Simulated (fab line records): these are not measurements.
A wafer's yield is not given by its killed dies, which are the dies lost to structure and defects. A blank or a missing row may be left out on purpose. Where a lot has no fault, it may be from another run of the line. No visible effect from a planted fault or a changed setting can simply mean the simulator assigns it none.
Which tool did it? | flow nand-harc | 72 wafers from 24 lots sampled at 5 of the route's 1302 steps

== WHAT EACH GAUGE READ, for each wafer ==
NHARC_A_ONON_D2_THK_MEAS_02: measures by ellipsometry.
lot  | measured     | on            | thk-nm (nm)
L074 | day 12 01:39 | film-metro-02 | 992 990 991
L075 | day 12 19:13 | film-metro-01 | 1008 1007 1006
L076 | day 12 19:13 | film-metro-02 | 998 1001 997
L077 | day 13 16:35 | film-metro-01 | 988 985 987
L078 | day 14 02:58 | film-metro-01 | 1022 1020 1023
L079 | day 14 18:33 | film-metro-01 | 1004 1002 1002
L080 | day 14 18:24 | film-metro-02 | 998 998 998
L081 | day 15 17:39 | film-metro-01 | 1009 1007 1007
L082 | day 15 17:33 | film-metro-02 | 1002 1001 1002
L083 | day 16 10:41 | film-metro-01 | 1000 1000 1000
L084 | day 17 02:09 | film-metro-01 | 976 975 976
L086 | day 17 02:09 | film-metro-01 | 975 976 977
L085 | day 17 02:08 | film-metro-01 | 1009 1008 1010
L087 | day 17 15:29 | film-metro-02 | 995 993 997
L088 | day 18 10:34 | film-metro-01 | 1008 1007 1007
L089 | day 18 21:34 | film-metro-01 | 996 995 996
L090 | day 19 04:17 | film-metro-01 | 984 986 987
L091 | day 20 04:59 | film-metro-02 | 1004 1004 1005
L092 | day 20 08:35 | film-metro-01 | 999 999 999
L094 | day 20 18:38 | film-metro-02 | 995 995 995
L093 | day 20 18:37 | film-metro-01 | 993 996 995
L095 | day 21 10:16 | film-metro-02 | 1008 1008 1010
L096 | day 22 01:58 | film-metro-02 | 1006 1008 1007
L097 | day 22 01:56 | film-metro-01 | 1024 1022 1023

NHARC_A_ONON_D2_THK_MEAS_08: measures by ellipsometry.
lot  | measured     | on            | thk-nm (nm)
L074 | day 12 02:46 | film-metro-01 | 1025 1025 1023
L075 | day 12 20:20 | film-metro-01 | 984 984 982
L076 | day 12 20:20 | film-metro-02 | 1005 1006 1006
L077 | day 13 17:43 | film-metro-02 | 1008 1007 1008
L078 | day 14 04:05 | film-metro-01 | 1017 1018 1019
L079 | day 14 19:41 | film-metro-02 | 992 993 993
L080 | day 14 19:32 | film-metro-01 | 1006 1007 1007
L081 | day 15 18:47 | film-metro-02 | 1003 1003 1004
L082 | day 15 18:41 | film-metro-01 | 999 999 997
L083 | day 16 11:50 | film-metro-02 | 990 992 991
L084 | day 17 04:35 | film-metro-02 | 1006 1007 1008
L086 | day 17 04:35 | film-metro-02 | 1003 1006 1004
L085 | day 17 04:34 | film-metro-02 | 992 992 991
L087 | day 17 16:38 | film-metro-02 | 1009 1011 1008
L088 | day 18 11:42 | film-metro-02 | 1006 1008 1007
L089 | day 18 22:43 | film-metro-01 | 1000 999 1000
L090 | day 19 05:26 | film-metro-01 | 1001 1002 1002
L091 | day 20 06:07 | film-metro-01 | 970 970 971
L092 | day 20 09:43 | film-metro-02 | 983 984 984
L094 | day 20 19:46 | film-metro-02 | 1005 1005 1006
L093 | day 20 19:46 | film-metro-01 | 996 997 997
L095 | day 21 11:24 | film-metro-02 | 1019 1021 1021
L096 | day 22 03:06 | film-metro-01 | 1003 1003 1002
L097 | day 22 03:04 | film-metro-02 | 979 979 979

== EACH LOT AND THE TOOL THAT RAN IT (in order: tool; ch and the chambers of the sampled wafers; start) ==
lot  | NHARC_A_CHANNEL_FILL_D1_ALD_16   | NHARC_A_CHANNEL_FILL_D1_ETCHBACK_08           | NHARC_A_DECK1_JOINT_CMP_13
L074 | ald-hk-02 ch 1,2,3, day 9 03:23  | rie-diel-11 ch 0,1,3, day 11 01:35 or earlier | cmp-01 ch 1,2,3, day 11 01:35
L075 | ald-hk-02 ch 0,2, day 9 18:31    | rie-diel-03 ch 1,3, day 11 17:29 or earlier   | cmp-03 ch 0,1, day 11 17:29
L076 | ald-hk-01 ch 0,1, day 9 18:31    | rie-diel-11 ch 0,1, day 11 17:32 or earlier   | cmp-01 ch 0,1,2, day 11 17:32
L077 | ald-hk-01 ch 0,1, day 10 16:22   | rie-diel-09 ch 0,1,3, day 12 14:05 or earlier | cmp-04 ch 0,1,3, day 12 14:05
L078 | ald-hk-03 ch 0,3, day 10 19:53   | rie-diel-03 ch 1,2,3, day 12 22:07 or earlier | cmp-04 ch 0,1,2, day 12 22:07
L079 | ald-hk-03 ch 0,3, day 11 11:58   | rie-diel-09 ch 0,1,2, day 13 09:58 or earlier | cmp-03 ch 0,1, day 13 09:58
L080 | ald-hk-02 ch 1,3, day 11 11:59   | rie-diel-11 ch 0,2, day 13 09:58 or earlier   | cmp-01 ch 0,1, day 13 09:58
L081 | ald-hk-01 ch 2,3, day 12 13:40   | rie-diel-03 ch 1,2, day 14 14:56 or earlier   | cmp-03 ch 0,2, day 14 14:56
L082 | ald-hk-02 ch 0,2,3, day 12 15:37 | rie-diel-09 ch 0,1,3, day 14 11:14 or earlier | cmp-03 ch 0,1,3, day 14 11:14
L083 | ald-hk-03 ch 0,1,3, day 13 07:21 | rie-diel-11 ch 0,2,3, day 15 05:29 or earlier | cmp-04 ch 1,3, day 15 05:29
L084 | ald-hk-03 ch 1,2, day 13 18:31   | rie-diel-09 ch 0,3, day 15 22:57 or earlier   | cmp-03 ch 1,2, day 15 22:57
L086 | ald-hk-01 ch 1,2,3, day 14 01:44 | rie-diel-09 ch 1,2,3, day 16 02:56 or earlier | cmp-04 ch 1,2, day 16 02:56
L085 | ald-hk-03 ch 0,2,3, day 14 06:16 | rie-diel-11 ch 1,2,3, day 16 02:55 or earlier | cmp-01 ch 1,2,3, day 16 02:55
L087 | ald-hk-02 ch 0,2,3, day 14 17:29 | rie-diel-03 ch 1,2, day 16 17:56 or earlier   | cmp-01 ch 0,3, day 16 17:56
L088 | ald-hk-01 ch 2,3, day 15 08:10   | rie-diel-03 ch 1,2,3, day 17 08:59 or earlier | cmp-03 ch 1,2, day 17 08:59
L089 | ald-hk-03 ch 0,1,2, day 15 15:16 | rie-diel-11 ch 0,1,2, day 17 19:28 or earlier | cmp-03 ch 0,2,3, day 17 19:28
L090 | ald-hk-02 ch 0,3, day 16 05:38   | rie-diel-03 ch 0,3, day 18 03:34 or earlier   | cmp-03 ch 0,2, day 18 03:34
L091 | ald-hk-03 ch 1,2, day 16 20:33   | rie-diel-09 ch 1,2, day 18 20:41 or earlier   | cmp-04 ch 0,1,3, day 18 20:41
L092 | ald-hk-02 ch 0,1,3, day 17 02:45 | rie-diel-11 ch 0,1,3, day 19 07:55 or earlier | cmp-03 ch 0,1,3, day 19 07:55
L094 | ald-hk-01 ch 0,2,3, day 17 11:16 | rie-diel-09 ch 2,3, day 19 11:48 or earlier   | cmp-01 ch 0,1, day 19 11:48
L093 | ald-hk-02 ch 0,1,2, day 17 15:11 | rie-diel-11 ch 1,3, day 19 11:48 or earlier   | cmp-04 ch 0,2,3, day 19 11:48
L095 | ald-hk-03 ch 1,3, day 18 06:38   | rie-diel-11 ch 0,2,3, day 20 07:12 or earlier | cmp-01 ch 0,1,3, day 20 07:12
L096 | ald-hk-02 ch 0,2, day 18 21:14   | rie-diel-11 ch 0,1, day 20 21:12 or earlier   | cmp-04 ch 0,1,2, day 20 21:12
L097 | ald-hk-03 ch 0,1,3, day 18 21:16 | rie-diel-09 ch 0,2, day 20 21:09 or earlier   | cmp-03 ch 0,1, day 20 21:09
- NHARC_A_CHANNEL_FILL_D1_ALD_16: deposits SiO2, target thk 1.5 nm, pulse time 10 s, ald cycles 15.
- NHARC_A_CHANNEL_FILL_D1_ETCHBACK_08: etches the open film in C4F8, target depth 220 nm, time 110 s.
- NHARC_A_DECK1_JOINT_CMP_13: polishes, target thk 51.023 nm.

== WHAT THE TOOLS THEMSELVES READ (means of the sampled wafers that have a number; where no wafer has one, the mark that the record gives instead) ==
NHARC_A_CHANNEL_FILL_D1_ALD_16.
lot  | tool      | heater-power-w (W) | precursor-pulse-height-rel
L074 | ald-hk-02 | 467                | 1.014
L075 | ald-hk-02 | 470                | 1.000
L076 | ald-hk-01 | 511                | 0.988
L077 | ald-hk-01 | 501                | 1.008
L078 | ald-hk-03 | 474                | 0.993
L079 | ald-hk-03 | 481                | 0.991
L080 | ald-hk-02 | 479                | 1.009
L081 | ald-hk-01 | 506                | 1.001
L082 | ald-hk-02 | 479                | 1.002
L083 | ald-hk-03 | 456                | 0.993
L084 | ald-hk-03 | 435                | 1.004
L086 | ald-hk-01 | 517                | 0.995
L085 | ald-hk-03 | 464                | 1.016
L087 | ald-hk-02 | 472                | 0.983
L088 | ald-hk-01 | 499                | 1.004
L089 | ald-hk-03 | 453                | 0.969
L090 | ald-hk-02 | 476                | 0.989
L091 | ald-hk-03 | 445                | 1.001
L092 | ald-hk-02 | 471                | 1.014
L094 | ald-hk-01 | 496                | 1.002
L093 | ald-hk-02 | 492                | 0.995
L095 | ald-hk-03 | 461                | 0.992
L096 | ald-hk-02 | 492                | 0.992
L097 | ald-hk-03 | 472                | 0.997

NHARC_A_CHANNEL_FILL_D1_ETCHBACK_08.
lot  | tool        | oes-product-au (a.u.) | rf-vpp-V (V)
L074 | rie-diel-11 | 0.93                  | 439.9
L075 | rie-diel-03 | 0.91                  | 439.4
L076 | rie-diel-11 | 0.93                  | 441.2
L077 | rie-diel-09 | 0.94                  | 441.0
L078 | rie-diel-03 | 0.92                  | 440.4
L079 | rie-diel-09 | 0.93                  | 439.4
L080 | rie-diel-11 | 1.00                  | 439.0
L081 | rie-diel-03 | 0.99                  | 439.2
L082 | rie-diel-09 | 0.93                  | 441.2
L083 | rie-diel-11 | 0.92                  | 438.4
L084 | rie-diel-09 | 1.01                  | 443.3
L086 | rie-diel-09 | 1.00                  | 439.3
L085 | rie-diel-11 | 1.00                  | 439.9
L087 | rie-diel-03 | 0.93                  | 439.0
L088 | rie-diel-03 | 0.99                  | 440.9
L089 | rie-diel-11 | 0.92                  | 441.7
L090 | rie-diel-03 | 0.97                  | 442.5
L091 | rie-diel-09 | 0.99                  | 439.4
L092 | rie-diel-11 | 0.93                  | 441.4
L094 | rie-diel-09 | 0.94                  | 442.2
L093 | rie-diel-11 | 1.00                  | 441.8
L095 | rie-diel-11 | 1.00                  | 438.7
L096 | rie-diel-11 | 1.01                  | 441.6
L097 | rie-diel-09 | 1.01                  | 441.7

NHARC_A_DECK1_JOINT_CMP_13.
lot  | tool   | motor-current-A (A) | time-to-endpoint-s (s)
L074 | cmp-01 | 12.2                | 9.4
L075 | cmp-03 | 12.5                | 7.8
L076 | cmp-01 | 11.8                | 8.2
L077 | cmp-04 | 11.9                | 9.2
L078 | cmp-04 | 11.2                | 8.8
L079 | cmp-03 | 12.6                | 8.8
L080 | cmp-01 | 11.9                | 10.1
L081 | cmp-03 | 12.0                | 10.2
L082 | cmp-03 | 12.2                | 5.7
L083 | cmp-04 | 12.1                | 5.9
L084 | cmp-03 | 11.5                | 11.4
L086 | cmp-04 | 11.0                | 7.6
L085 | cmp-01 | 12.5                | 8.6
L087 | cmp-01 | 12.3                | 12.0
L088 | cmp-03 | 11.9                | 7.7
L089 | cmp-03 | 11.7                | 5.7
L090 | cmp-03 | 11.9                | 7.7
L091 | cmp-04 | 12.2                | 7.9
L092 | cmp-03 | 12.0                | 7.0
L094 | cmp-01 | 11.6                | 9.0
L093 | cmp-04 | 12.3                | 8.8
L095 | cmp-01 | 12.2                | 11.2
L096 | cmp-04 | 11.1                | 7.7
L097 | cmp-03 | 12.0                | 7.1

== THE ANSWER, worked out from the rows above alone ==
Rule: the lots themselves supply what counts as usual. The widest of any qualifying gaps counts: lots, ordered by their means at a reading, are off when they make up no more than a third of the lots, leave a main group of 4 or more, and stand apart from it by 3 or more times the standard deviation of that group's means. Not used: any main group whose means are identical at the precision the tables above print for the reading. Also off: a lot with no number at a reading for which 4 or more lots have one. Where the step has rows for the other lots, those lots are counted as sound. First the gauges in route order, then the tools' own readings, where a lot's mean is used as printed above. The first step at which some lot is off is used, and at that step the reading that is off furthest; a lot without a number counts as furthest.
No lot is off on any of the readings shown, so nothing can be concluded from this.

== WHAT THE SIMULATOR PUT IN ==
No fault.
